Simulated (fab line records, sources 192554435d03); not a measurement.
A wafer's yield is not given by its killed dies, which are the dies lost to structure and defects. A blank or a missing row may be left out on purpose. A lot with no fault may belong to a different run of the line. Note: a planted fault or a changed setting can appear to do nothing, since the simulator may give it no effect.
Which tool did it? + flow n5-finfet + Sampling: 24 lots, 72 wafers, 3 of 1938 route steps

WHAT EACH GAUGE READ, for each wafer
N5_BEOL_M14_INSPECT_30: inspects for defects (macro). Usual: raw-defect-count 2.1, standard deviation 1.4.
| lot  | measured     | on                | raw-defect-count | flag |
|------|--------------|-------------------|------------------|------|
| L074 | day 12 21:59 | defect-inspect-02 | 3 2 3            |      |
| L076 | day 13 10:35 | defect-inspect-01 | 4 2 0            |      |
| L075 | day 13 11:11 | defect-inspect-01 | 2 2 1            |      |
| L078 | day 14 01:51 | defect-inspect-01 | 1 0 3            |      |
| L080 | day 14 02:20 | defect-inspect-02 | 2 2 1            |      |
| L081 | day 14 02:30 | defect-inspect-02 | 2 1 4            |      |
| L079 | day 14 05:38 | defect-inspect-01 | 1 2 3            |      |
| L077 | day 14 07:00 | defect-inspect-02 | 1 1 3            |      |
| L083 | day 14 23:28 | defect-inspect-02 | 4 4 0            |      |
| L082 | day 15 00:29 | defect-inspect-01 | 0 1 4            |      |
| L084 | day 15 05:56 | defect-inspect-01 | 4 0 3            |      |
| L086 | day 15 11:53 | defect-inspect-01 | 3 4 1            |      |
| L085 | day 15 15:31 | defect-inspect-01 | 1 3 4            |      |
| L089 | day 15 20:35 | defect-inspect-02 | 3 1 2            |      |
| L087 | day 15 23:53 | defect-inspect-02 | 1 1 1            |      |
| L088 | day 16 10:55 | defect-inspect-02 | 3 1 2            |      |
| L090 | day 16 22:22 | defect-inspect-02 | 1 2 1            |      |
| L092 | day 16 23:23 | defect-inspect-02 | 1 2 2            |      |
| L091 | day 16 23:55 | defect-inspect-01 | 0 2 2            |      |
| L093 | day 17 01:37 | defect-inspect-01 | 2 1 1            |      |
| L094 | day 17 13:01 | defect-inspect-01 | 1 1 0            |      |
| L095 | day 18 07:34 | defect-inspect-01 | 3 2 3            |      |
| L096 | day 18 10:42 | defect-inspect-02 | 4 2 2            |      |
| L097 | day 19 08:52 | defect-inspect-01 | 0 2 2            |      |

WHAT TOOL EACH LOT RAN ON (gives the tool, then ch and the chambers of the sampled wafers, and finally the start)
| lot  | N5_BEOL_M13_PRE_CLEAN_42     | N5_BEOL_M13_SPUTTER_44       |
|------|------------------------------|------------------------------|
| L074 | pvd-sputter-02, day 12 18:56 | pvd-sputter-02, day 12 19:04 |
| L076 | pvd-sputter-01, day 13 07:50 | pvd-sputter-01, day 13 07:57 |
| L075 | pvd-sputter-03, day 13 07:59 | pvd-sputter-03, day 13 08:07 |
| L078 | pvd-sputter-02, day 13 23:05 | pvd-sputter-02, day 13 23:12 |
| L080 | pvd-sputter-01, day 13 23:06 | pvd-sputter-01, day 13 23:13 |
| L081 | pvd-sputter-02, day 13 23:29 | pvd-sputter-02, day 13 23:36 |
| L079 | pvd-sputter-02, day 14 02:48 | pvd-sputter-02, day 14 02:55 |
| L077 | pvd-sputter-02, day 14 03:48 | pvd-sputter-02, day 14 03:55 |
| L083 | pvd-sputter-01, day 14 20:07 | pvd-sputter-01, day 14 20:14 |
| L082 | pvd-sputter-01, day 14 21:41 | pvd-sputter-01, day 14 21:49 |
| L084 | pvd-sputter-02, day 15 02:08 | pvd-sputter-02, day 15 02:15 |
| L086 | pvd-sputter-01, day 15 08:43 | pvd-sputter-01, day 15 08:50 |
| L085 | pvd-sputter-02, day 15 11:55 | pvd-sputter-02, day 15 12:02 |
| L089 | pvd-sputter-03, day 15 16:27 | pvd-sputter-03, day 15 16:34 |
| L087 | pvd-sputter-03, day 15 20:10 | pvd-sputter-03, day 15 20:17 |
| L088 | pvd-sputter-03, day 16 07:57 | pvd-sputter-03, day 16 08:04 |
| L090 | pvd-sputter-02, day 16 19:25 | pvd-sputter-02, day 16 19:32 |
| L092 | pvd-sputter-01, day 16 19:51 | pvd-sputter-01, day 16 19:58 |
| L091 | pvd-sputter-01, day 16 20:15 | pvd-sputter-01, day 16 20:22 |
| L093 | pvd-sputter-03, day 16 22:14 | pvd-sputter-03, day 16 22:22 |
| L094 | pvd-sputter-01, day 17 09:19 | pvd-sputter-01, day 17 09:26 |
| L095 | pvd-sputter-02, day 18 04:29 | pvd-sputter-02, day 18 04:36 |
| L096 | pvd-sputter-01, day 18 07:52 | pvd-sputter-01, day 18 07:59 |
| L097 | pvd-sputter-01, day 19 05:28 | pvd-sputter-01, day 19 05:35 |
- N5_BEOL_M13_PRE_CLEAN_42: time 30 s.
- N5_BEOL_M13_SPUTTER_44: material Ta, target thk 10 nm, time 16.13 s.

WHAT THE TOOLS THEMSELVES READ (means of the sampled wafers that have a number; where no wafer has one, the mark that the record gives instead)
N5_BEOL_M13_PRE_CLEAN_42. Usual: heater-power-w 332 W, standard deviation 21.
| lot  | tool           | heater-power-w (W) | flag |
|------|----------------|--------------------|------|
| L074 | pvd-sputter-02 | 355                |      |
| L076 | pvd-sputter-01 | 303                |      |
| L075 | pvd-sputter-03 | 329                |      |
| L078 | pvd-sputter-02 | 340                |      |
| L080 | pvd-sputter-01 | 319                |      |
| L081 | pvd-sputter-02 | 339                |      |
| L079 | pvd-sputter-02 | 345                |      |
| L077 | pvd-sputter-02 | 341                |      |
| L083 | pvd-sputter-01 | 317                |      |
| L082 | pvd-sputter-01 | 316                |      |
| L084 | pvd-sputter-02 | 325                |      |
| L086 | pvd-sputter-01 | 328                |      |
| L085 | pvd-sputter-02 | 352                |      |
| L089 | pvd-sputter-03 | 333                |      |
| L087 | pvd-sputter-03 | 324                |      |
| L088 | pvd-sputter-03 | 328                |      |
| L090 | pvd-sputter-02 | 352                |      |
| L092 | pvd-sputter-01 | 325                |      |
| L091 | pvd-sputter-01 | 315                |      |
| L093 | pvd-sputter-03 | 336                |      |
| L094 | pvd-sputter-01 | 321                |      |
| L095 | pvd-sputter-02 | 340                |      |
| L096 | pvd-sputter-01 | 319                |      |
| L097 | pvd-sputter-01 | 340                |      |

N5_BEOL_M13_SPUTTER_44. Usual: throttle-valve-pct 30.6 %, standard deviation 0.64.
| lot  | tool           | throttle-valve-pct (%) | flag |
|------|----------------|------------------------|------|
| L074 | pvd-sputter-02 | 30.4                   |      |
| L076 | pvd-sputter-01 | 31.5                   |      |
| L075 | pvd-sputter-03 | 30.0                   |      |
| L078 | pvd-sputter-02 | 30.4                   |      |
| L080 | pvd-sputter-01 | 31.4                   |      |
| L081 | pvd-sputter-02 | 30.3                   |      |
| L079 | pvd-sputter-02 | 30.3                   |      |
| L077 | pvd-sputter-02 | 30.4                   |      |
| L083 | pvd-sputter-01 | 31.2                   |      |
| L082 | pvd-sputter-01 | 31.2                   |      |
| L084 | pvd-sputter-02 | 30.3                   |      |
| L086 | pvd-sputter-01 | 30.7                   |      |
| L085 | pvd-sputter-02 | 30.3                   |      |
| L089 | pvd-sputter-03 | 29.9                   |      |
| L087 | pvd-sputter-03 | 30.4                   |      |
| L088 | pvd-sputter-03 | 30.1                   |      |
| L090 | pvd-sputter-02 | 30.5                   |      |
| L092 | pvd-sputter-01 | 30.8                   |      |
| L091 | pvd-sputter-01 | 31.3                   |      |
| L093 | pvd-sputter-03 | 29.8                   |      |
| L094 | pvd-sputter-01 | 31.4                   |      |
| L095 | pvd-sputter-02 | 30.4                   |      |
| L096 | pvd-sputter-01 | 30.7                   |      |
| L097 | pvd-sputter-01 | 30.6                   |      |

THE ANSWER, worked out from the rows above alone
Rule: a lot counts as off when the mean over its wafers that have a number is more than 3 standard deviations away from the usual mean. A lot without any number at a reading at which 4 lots or more have one is off too. Any other lot the step has rows for is counted as sound. Order of review: gauges by route order, followed by the tools' own readings, for which a lot's mean as printed above is used. At the first step where some lot is off, the reading lying furthest off is the one used; lots without a number count as furthest.
Across all readings shown, no lot is off: no conclusion can be drawn from this.

WHAT THE SIMULATOR HAD INSERTED
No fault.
